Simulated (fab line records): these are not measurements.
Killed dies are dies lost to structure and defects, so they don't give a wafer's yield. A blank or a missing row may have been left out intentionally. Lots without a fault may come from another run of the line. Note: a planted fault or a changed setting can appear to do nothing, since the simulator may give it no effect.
Lot-split experiment :: flow n5Finfet :: 21 wafers read across 7 lots, on a route 1938 steps long

## THE SPLIT
At N5_FIN_SAQP_COAT_68 (time 60 s, resist thk 100 nm), the setting spinRpm was moved away from the recipe's 1500 rpm on 9 of the 21 wafers read, by -10.3% to +5.1%. All remaining wafers had this setting at the recipe value.

The split's own step is where the reading is taken.

## THE READING
SOC_of_FIN_SAQP_COAT_68.thkNm (the simulator's own value, which no gauge read), in nm, at N5_FIN_SAQP_COAT_68 (time 60 s, resist thk 100 nm). The file gives no usual value for it. The 12 wafers here that ran the recipe average 100.0 nm, standard deviation 0.29 nm.

wafer: L074.4
tool, chamber at the split: lithoTrack-01, 0
spinRpm as run, rpm: 1346
against the recipe: -10.3%
SOC_of_FIN_SAQP_COAT_68.thkNm, nm: 104.8
against lot-mates on the recipe: +5.4

wafer: L074.5
tool, chamber at the split: lithoTrack-01, 0
spinRpm as run, rpm: 1500
against the recipe: recipe
SOC_of_FIN_SAQP_COAT_68.thkNm, nm: 99.4
against lot-mates on the recipe: -

wafer: L074.6
tool, chamber at the split: lithoTrack-01, 0
spinRpm as run, rpm: 1346
against the recipe: -10.3%
SOC_of_FIN_SAQP_COAT_68.thkNm, nm: 105
against lot-mates on the recipe: +5.6

wafer: L076.2
tool, chamber at the split: lithoTrack-01, 0
spinRpm as run, rpm: 1500
against the recipe: recipe
SOC_of_FIN_SAQP_COAT_68.thkNm, nm: 100
against lot-mates on the recipe: -

wafer: L076.3
tool, chamber at the split: lithoTrack-01, 0
spinRpm as run, rpm: 1454
against the recipe: -3.1%
SOC_of_FIN_SAQP_COAT_68.thkNm, nm: 101.6
against lot-mates on the recipe: +1.6

wafer: L076.6
tool, chamber at the split: lithoTrack-01, 0
spinRpm as run, rpm: 1454
against the recipe: -3.1%
SOC_of_FIN_SAQP_COAT_68.thkNm, nm: 101.4
against lot-mates on the recipe: +1.4

wafer: L080.3
tool, chamber at the split: lithoTrack-03, 0
spinRpm as run, rpm: 1500
against the recipe: recipe
SOC_of_FIN_SAQP_COAT_68.thkNm, nm: 100.2
against lot-mates on the recipe: -

wafer: L080.4
tool, chamber at the split: lithoTrack-03, 0
spinRpm as run, rpm: 1500
against the recipe: recipe
SOC_of_FIN_SAQP_COAT_68.thkNm, nm: 100
against lot-mates on the recipe: -

wafer: L080.6
tool, chamber at the split: lithoTrack-03, 0
spinRpm as run, rpm: 1500
against the recipe: recipe
SOC_of_FIN_SAQP_COAT_68.thkNm, nm: 100
against lot-mates on the recipe: -

wafer: L086.1
tool, chamber at the split: lithoTrack-05, 0
spinRpm as run, rpm: 1500
against the recipe: recipe
SOC_of_FIN_SAQP_COAT_68.thkNm, nm: 100.6
against lot-mates on the recipe: -

wafer: L086.3
tool, chamber at the split: lithoTrack-05, 0
spinRpm as run, rpm: 1368
against the recipe: -8.8%
SOC_of_FIN_SAQP_COAT_68.thkNm, nm: 105
against lot-mates on the recipe: +4.5

wafer: L086.6
tool, chamber at the split: lithoTrack-05, 0
spinRpm as run, rpm: 1500
against the recipe: recipe
SOC_of_FIN_SAQP_COAT_68.thkNm, nm: 100.4
against lot-mates on the recipe: -

wafer: L087.2
tool, chamber at the split: lithoTrack-05, 0
spinRpm as run, rpm: 1431
against the recipe: -4.6%
SOC_of_FIN_SAQP_COAT_68.thkNm, nm: 102.6
against lot-mates on the recipe: +2.6

wafer: L087.6
tool, chamber at the split: lithoTrack-05, 0
spinRpm as run, rpm: 1431
against the recipe: -4.6%
SOC_of_FIN_SAQP_COAT_68.thkNm, nm: 102.6
against lot-mates on the recipe: +2.6

wafer: L087.5
tool, chamber at the split: lithoTrack-05, 0
spinRpm as run, rpm: 1500
against the recipe: recipe
SOC_of_FIN_SAQP_COAT_68.thkNm, nm: 100
against lot-mates on the recipe: -

wafer: L089.4
tool, chamber at the split: lithoTrack-03, 0
spinRpm as run, rpm: 1567
against the recipe: +4.5%
SOC_of_FIN_SAQP_COAT_68.thkNm, nm: 97.6
against lot-mates on the recipe: -2.3

wafer: L089.5
tool, chamber at the split: lithoTrack-03, 0
spinRpm as run, rpm: 1500
against the recipe: recipe
SOC_of_FIN_SAQP_COAT_68.thkNm, nm: 100
against lot-mates on the recipe: -

wafer: L089.6
tool, chamber at the split: lithoTrack-03, 0
spinRpm as run, rpm: 1500
against the recipe: recipe
SOC_of_FIN_SAQP_COAT_68.thkNm, nm: 99.8
against lot-mates on the recipe: -

wafer: L096.1
tool, chamber at the split: lithoTrack-01, 0
spinRpm as run, rpm: 1500
against the recipe: recipe
SOC_of_FIN_SAQP_COAT_68.thkNm, nm: 99.8
against lot-mates on the recipe: -

wafer: L096.2
tool, chamber at the split: lithoTrack-01, 0
spinRpm as run, rpm: 1577
against the recipe: +5.1%
SOC_of_FIN_SAQP_COAT_68.thkNm, nm: 97.2
against lot-mates on the recipe: -2.7

wafer: L096.5
tool, chamber at the split: lithoTrack-01, 0
spinRpm as run, rpm: 1500
against the recipe: recipe
SOC_of_FIN_SAQP_COAT_68.thkNm, nm: 100
against lot-mates on the recipe: -

FIT RESULTS
A straight line over all 21 wafers: SOC_of_FIN_SAQP_COAT_68.thkNm changes by -0.512 nm for each +1% of spinRpm; r = -0.99; the points scatter about the line by 0.3 nm.
The same after taking each lot's own level away (the mean of its wafers on the recipe; 21 wafers): -0.53 nm for each +1%; r = -1.00; scatter 0.11 nm.
The reading moves by 5.4 nm for the largest change in spinRpm, on that fit.
The lots' own levels span 99.40 to 100.50 nm, that is 3.8 times the standard deviation above.
Hence the lot-to-lot level has little effect on the slope; both slopes agree.
Check: for one of the wafers moved furthest among these (-10.3%), held out of the fit, the line's prediction against its lot-mates is +5.46 nm. Against them it came out at +5.4 nm.

## THE OTHER SPLITS THESE WAFERS WENT THROUGH
Before the reading, these wafers also passed through other splits. Each is held against what the fit with the lots' levels taken away leaves over:
other split on the same wafers: N5_WELL_APT_EXPOSE_05 doseMj
wafers away from the commonest value: 3
r with SOC_of_FIN_SAQP_COAT_68.thkNm (lot level and that fit taken away): -0.08

other split on the same wafers: N5_WELL_APT_DEVELOP_07 developTimeS
wafers away from the commonest value: 7
r with SOC_of_FIN_SAQP_COAT_68.thkNm (lot level and that fit taken away): +0.27

other split on the same wafers: N5_FIN_SAQP_PECVD_06 timeS
wafers away from the commonest value: 4
r with SOC_of_FIN_SAQP_COAT_68.thkNm (lot level and that fit taken away): +0.05

other split on the same wafers: N5_FIN_SAQP_PEB_14 pebTimeS
wafers away from the commonest value: 9
r with SOC_of_FIN_SAQP_COAT_68.thkNm (lot level and that fit taken away): +0.09

other split on the same wafers: N5_FIN_SAQP_SPACER1_ALD_24 aldCycles
wafers away from the commonest value: 5
r with SOC_of_FIN_SAQP_COAT_68.thkNm (lot level and that fit taken away): +0.17

## FILE'S OWN FIT
SOC_of_FIN_SAQP_COAT_68.thkNm changes by -0.527 nm for each +1% of spinRpm, r = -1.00.
